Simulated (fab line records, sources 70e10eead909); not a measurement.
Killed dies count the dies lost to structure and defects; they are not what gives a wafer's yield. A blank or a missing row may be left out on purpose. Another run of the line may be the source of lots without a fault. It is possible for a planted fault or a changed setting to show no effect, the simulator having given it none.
Shared-tool check / flow nandHarc / 2 lots, 6 wafers sampled

== REASON FOR OPENING ==
On 2 of the 2 lots, a flag is raised at NHARC_END_SORT_01 on the reading killedAtArray. Fault-free wafers read 58, with a standard deviation of 20.
Rule: a lot is flagged when every wafer of it that has a number lies more than 4 standard deviations from that mean, or none has a number. The rest of the lots are taken to be sound.

lot=L121; measured=day 30 05:30; on=prober-01; killedAtArray, wafer by wafer=676 673 673; flag=FLAGGED
lot=L123; measured=day 30 22:38; on=prober-02; killedAtArray, wafer by wafer=675 672 671; flag=FLAGGED
Average over the flagged lots: 673; offset from the usual +615, equal to +31 standard deviations.

== WHICH TOOL RAN EACH LOT ==
Before the reading, the record contains 3 process steps out of a 1302-step route. Each cell gives the tool, then ch followed by the chambers the sampled wafers passed through, then the start.
lot=L121; flag=FLAGGED; NHARC_A_SLIT_DESCUM_14=rieDiel-12 ch 0,2,3, day 25 16:04; NHARC_A_WL_FILL_RTA_01=rtpAnneal-02 ch 0, day 26 05:19; NHARC_A_WL_FILL_ETCHBACK_04=rieMetal-02 ch 0,1, day 26 06:20
lot=L123; flag=FLAGGED; NHARC_A_SLIT_DESCUM_14=rieDiel-02 ch 0,2,3, day 26 04:25; NHARC_A_WL_FILL_RTA_01=rtpAnneal-01 ch 0, day 26 20:55; NHARC_A_WL_FILL_ETCHBACK_04=rieMetal-02 ch 0,1, day 26 21:56
What the steps here do:
- NHARC_A_SLIT_DESCUM_14: chemistry O2, time 3 s.
- NHARC_A_WL_FILL_RTA_01: time 5 s.
- NHARC_A_WL_FILL_ETCHBACK_04: etches the open film in NF3, target depth 60 nm, time 120 s.
- NHARC_END_SORT_01

== FLAGGED OVER TOTAL, TOOL BY TOOL (the gauges that took the reading come last) ==
step=NHARC_A_SLIT_DESCUM_14; tool=rieDiel-02; lots run=1; flagged=1; share of the flagged lots=some; sound lots run after its first flagged lot=0
step=NHARC_A_SLIT_DESCUM_14; tool=rieDiel-12; lots run=1; flagged=1; share of the flagged lots=some; sound lots run after its first flagged lot=0
step=NHARC_A_WL_FILL_RTA_01; tool=rtpAnneal-01; lots run=1; flagged=1; share of the flagged lots=some; sound lots run after its first flagged lot=0
step=NHARC_A_WL_FILL_RTA_01; tool=rtpAnneal-02; lots run=1; flagged=1; share of the flagged lots=some; sound lots run after its first flagged lot=0
step=NHARC_A_WL_FILL_ETCHBACK_04; tool=rieMetal-02; lots run=2; flagged=2; share of the flagged lots=all; sound lots run after its first flagged lot=0
step=NHARC_END_SORT_01; tool=prober-01; lots run=1; flagged=1; share of the flagged lots=some; sound lots run after its first flagged lot=0
step=NHARC_END_SORT_01; tool=prober-02; lots run=1; flagged=1; share of the flagged lots=some; sound lots run after its first flagged lot=0

== WHAT THE TABLE PERMITS ==
All flagged lots share 1 row of the table, namely rieMetal-02 at NHARC_A_WL_FILL_ETCHBACK_04.
- rieMetal-02 at NHARC_A_WL_FILL_ETCHBACK_04 ran 2 lots, 2 of them flagged. With no sound lot run before its first flagged lot in this sample, there is nothing to narrow down the start. Its own readings (runLengthS) fall more than 4 standard deviations out on all wafers of the flagged lots.
One tool is left: rieMetal-02 at NHARC_A_WL_FILL_ETCHBACK_04.

== WHAT THE SIMULATOR HAD PUT IN ==
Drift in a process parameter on rieMetal-02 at NHARC_A_WL_FILL_ETCHBACK_04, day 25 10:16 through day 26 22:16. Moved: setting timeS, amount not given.
Struck lots among those shown: L121, L123. The same result came from the rule above.
